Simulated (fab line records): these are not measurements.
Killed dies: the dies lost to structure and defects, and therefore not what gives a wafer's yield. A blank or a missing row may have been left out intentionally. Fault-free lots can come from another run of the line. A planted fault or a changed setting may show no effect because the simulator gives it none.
8D (eight disciplines) problem report, filled in by code || flow n5Finfet || the parts of the form that need people (team, actions taken, sign-off) are left out

## 1. THE PROBLEM
killed_at_M4_up at N5_PASSIVATION_PROBE_49 reads a mean of 114 on 1 wafer of 1 lot; wafers without a fault read 13 with a standard deviation of 5.3. That is +19 standard deviations from the usual mean.
First observed at day 15 17:25: wafer L684.2, on prober-02. The record holds 3 wafers of 1 lot with a number at this step. Rule for "out" (also "out of limits"): further than 4 standard deviations from the usual mean. The rest of the wafers with a number are treated as sound.

## 2. WHAT IT IS, AND WHAT IT ISN'T
{"question": "which readings at this step", "is": "killed_at_M4_up, defectLimitedYield, killedDies, sort_bin_5_function, sortNPass, sortYieldPct", "is not": "killed_at_M0_to_M3, killedAtContacts, killedAtFrontEnd, killedAtOther, killedOpen, killedShort, sort_bin_6_memory, sort_bin_8_speed"}
{"question": "which lots", "is": "L684", "is not": "-"}
{"question": "which wafers of those lots", "is": "L684.2", "is not": "L684.3, L684.4"}
{"question": "read on which tools", "is": "prober-02", "is not": "-"}
{"question": "when", "is": "from day 15 17:25", "is not": "up to then (0 sound wafers); but 2 sound wafers of L684 came after"}

## 3. SUSPECTS, AND WHAT RULES EACH OUT
Counting: if a tool at a process step up to the reading ran every lot that is out, it stays a suspect. Sound lots after the first of them don't rule it out here, since some wafers of a struck lot are sound.
- rieDiel-02 at N5_BEOL_M4_ETCHBACK_99 (etches SiO2 in CHF3, target depth 5 nm, time 10.4 s): kept. It ran the lot that is out, L684 (day 11 07:04).
- wetBench-03 at N5_BEOL_M4_HM_STRIP_39 (strips TiN in peroxide tin strip, target depth 25 nm, time 158 s): kept. It ran the lot that is out, L684 (day 11 07:29).
- pvdSputter-01 at N5_BEOL_M4_SPUTTER_79 (material Cu, target thk 4.5 nm, time 8.29 s): kept. It ran the lot that is out, L684 (day 11 10:04).
- pvdSputter-01 at N5_BEOL_M4_ANNEAL_87 (time 240 s): kept. It ran the lot that is out, L684 (day 11 10:35).
- pvdSputter-01 at N5_BEOL_M4_ANNEAL_91 (time 240 s): kept. It ran the lot that is out, L684 (day 11 11:02).
- cmp-01 at N5_BEOL_M4_CMP_52 (polishes, stops on SiOC, t overpolish 6.8 s, target thk 40 nm): kept. It ran the lot that is out, L684 (day 11 12:07).
- prober-02 at N5_PASSIVATION_PROBE_49: kept. It ran the lot that is out, L684 (day 15 17:25). On those wafers its own readings are out: defectLimitedYield, killed_at_M4_up, killedDies, sort_bin_5_function, sortNPass, sortYieldPct.
- rieDiel-02, N5_BEOL_M4_ETCHBACK_99: wafers that are out in chamber 2, sound lot-mates in chambers 0, 3.
- cmp-01, N5_BEOL_M4_CMP_52: wafers that are out in chamber 3, sound lot-mates in chambers 0, 1.
Left after counting: rieDiel-02 at N5_BEOL_M4_ETCHBACK_99, wetBench-03 at N5_BEOL_M4_HM_STRIP_39, pvdSputter-01 at N5_BEOL_M4_SPUTTER_79, pvdSputter-01 at N5_BEOL_M4_ANNEAL_87, pvdSputter-01 at N5_BEOL_M4_ANNEAL_91, cmp-01 at N5_BEOL_M4_CMP_52, prober-02 at N5_PASSIVATION_PROBE_49.

## 4. THE CAUSE (what the simulator had put in)
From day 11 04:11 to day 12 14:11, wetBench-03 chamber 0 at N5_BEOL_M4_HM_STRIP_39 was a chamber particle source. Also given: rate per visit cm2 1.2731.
After counting, 7 suspects remain, this tool included.

## 5. THE EFFECT CHAIN, in route order
Each row: a reading whose mean over the struck wafers that have a number lies more than 3 standard deviations from the usual. Readings are gone through only where the record gives a usual standard deviation; hours: the median, over the lots, of the time from a lot's start at the first step in this table giving one to that lot's start at this step; sigmas: the change measured in usual standard deviations.
{"hours": 0, "step": "N5_PASSIVATION_PROBE_49", "reading": "defectLimitedYield", "usual": "91.6 %", "on struck wafers": 83.9, "change": -7.7, "sigmas": -5.5}
{"hours": 0, "step": "N5_PASSIVATION_PROBE_49", "reading": "killed_at_M4_up", "usual": 13, "on struck wafers": 114, "change": "+101", "sigmas": "+19"}
{"hours": 0, "step": "N5_PASSIVATION_PROBE_49", "reading": "killedDies", "usual": 99, "on struck wafers": 190, "change": "+91", "sigmas": "+5.7"}
{"hours": 0, "step": "N5_PASSIVATION_PROBE_49", "reading": "sort_bin_5_function", "usual": "4.9 %", "on struck wafers": 10.9, "change": "+6.0", "sigmas": "+6.7"}
{"hours": 0, "step": "N5_PASSIVATION_PROBE_49", "reading": "sortNPass", "usual": 1081, "on struck wafers": 990, "change": -91, "sigmas": -5.4}
{"hours": 0, "step": "N5_PASSIVATION_PROBE_49", "reading": "sortYieldPct", "usual": "91.6 %", "on struck wafers": 83.9, "change": -7.7, "sigmas": -5.5}
Here are the process steps it includes:
- N5_PASSIVATION_PROBE_49

## 6. WHAT WOULD HAVE CAUGHT IT SOONER
In this record no reading fell out of limits until day 15 17:25, 109 hours after the fault had begun at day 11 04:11.
All the lots that are out (1) had begun N5_BEOL_M4_HM_STRIP_39 on wetBench-03 by day 15 17:25. A hold on the tool at that time would have spared none of them.
